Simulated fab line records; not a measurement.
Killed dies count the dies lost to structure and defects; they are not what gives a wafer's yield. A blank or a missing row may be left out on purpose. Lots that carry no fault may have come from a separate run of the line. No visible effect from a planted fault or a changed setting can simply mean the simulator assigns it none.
The same fault as seen by 3 desks | flow nand harc | only its own numbers are on each desk; what lay behind them is given at the end

METROLOGY DESK
Means of the sampled wafers that have a number, per lot and without regard to the tool the lot ran on: this is what the gauges read. Marked OUT: a lot whose mean sits more than 4 standard deviations from the usual mean, which makes it out of limits; the brackets give that distance.
Columns: A = thk nm at NHARC_A_ONON_D2_THK_MEAS_34, usual 199.4 nm
lot  | first seen here | A
L827 | day 14 07:44    | 202.1
L828 | day 14 07:45    | 198.5
L832 | day 15 00:55    | 204.3
L833 | day 15 00:59    | 200.4
L835 | day 16 06:42    | 199.2
L837 | day 17 14:14    | 198.0
L839 | day 17 17:40    | 201.3
L842 | day 19 07:25    | 196.8
L843 | day 20 05:37    | 199.6
L848 | day 22 00:47    | 198.6
L849 | day 22 12:23    | 200.1
L850 | day 22 17:15    | 198.9
Result from this desk: across the 12 lots, nothing is out of limits.

FOR THE TOOL OWNER'S DESK: pecvd-04
The tool's own readings at NHARC_A_CHANNEL_HOLE_D2_DEP_01 (deposits SiON, target thk 140 nm): means of the sampled wafers that have a number, for each lot that ran on this tool. Marked OUT: a lot whose mean sits more than 4 standard deviations from the usual mean, which makes it out of limits; the brackets give that distance.
Columns: A = heater power w at NHARC_A_CHANNEL_HOLE_D2_DEP_01, usual 722 W
lot  | first seen here | A
L827 | day 14 10:13    | 736
L828 | day 14 11:43    | 747
L833 | day 15 06:14    | 690
L842 | day 19 13:17    | 655
L843 | day 20 07:40    | 693
Result from this desk: across the 5 lots, nothing is out of limits.

THE DEFECT DESK
For each lot, the counts of the inspections along the route, averaged over the sampled wafers that have a number. Marked OUT: a lot whose mean sits more than 4 standard deviations from the usual mean, which makes it out of limits; the brackets give that distance.
Columns: A = raw defect count at NHARC_A_ONON_D2_INSPECT_32, usual 386; B = raw defect count at NHARC_A_CHANNEL_HOLE_D2_INSPECT_12, usual 25; C = raw defect count at NHARC_A_CHANNEL_HOLE_D2_INSPECT_40, usual 270
lot  | first seen here | A   | B             | C
L827 | day 14 07:48    | 548 | 55            | 407
L828 | day 14 07:49    | 312 | 5             | 208
L832 | day 15 00:58    | 405 | 8             | 263
L833 | day 15 01:04    | 452 | 61            | 355
L835 | day 16 06:47    | 361 | 53            | 277
L837 | day 17 14:17    | 329 | 15            | 230
L839 | day 17 17:44    | 577 | 12            | 373
L842 | day 19 07:29    | 293 | 388 (+16) OUT | 634 (+4.3) OUT
L843 | day 20 05:41    | 390 | 402 (+17) OUT | 651 (+4.5) OUT
L848 | day 22 00:52    | 295 | 5             | 207
L849 | day 22 12:28    | 249 | 3             | 169
L850 | day 22 17:20    | 219 | 29            | 163
This desk finds L842, L843 out of limits, L842 being first, at day 19 14:10 (raw defect count at NHARC_A_CHANNEL_HOLE_D2_INSPECT_12). L827, L828, L832, L833, L835, L837, L839, L848, L849, L850 stayed within limits.

BROUGHT TOGETHER
The defect desk could have raised an alarm at day 19 14:10, on L842, L843.
At the metrology desk, nothing out of limits was observed.
The desk of the tool owner found nothing out of limits.
The metrology desk has L842, L843 on record, within its limits.
On record at the tool owner's desk: L842, L843, within its limits.
Of the lots named, all ran NHARC_A_CHANNEL_HOLE_D2_DEP_01 on pecvd-04.

WHAT THE SIMULATOR PUT IN
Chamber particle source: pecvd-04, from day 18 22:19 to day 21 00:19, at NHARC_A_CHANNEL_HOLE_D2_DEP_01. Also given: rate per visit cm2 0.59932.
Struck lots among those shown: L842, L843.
Hours from the fault's start to each desk's first reading out of limits: the defect desk, 16.
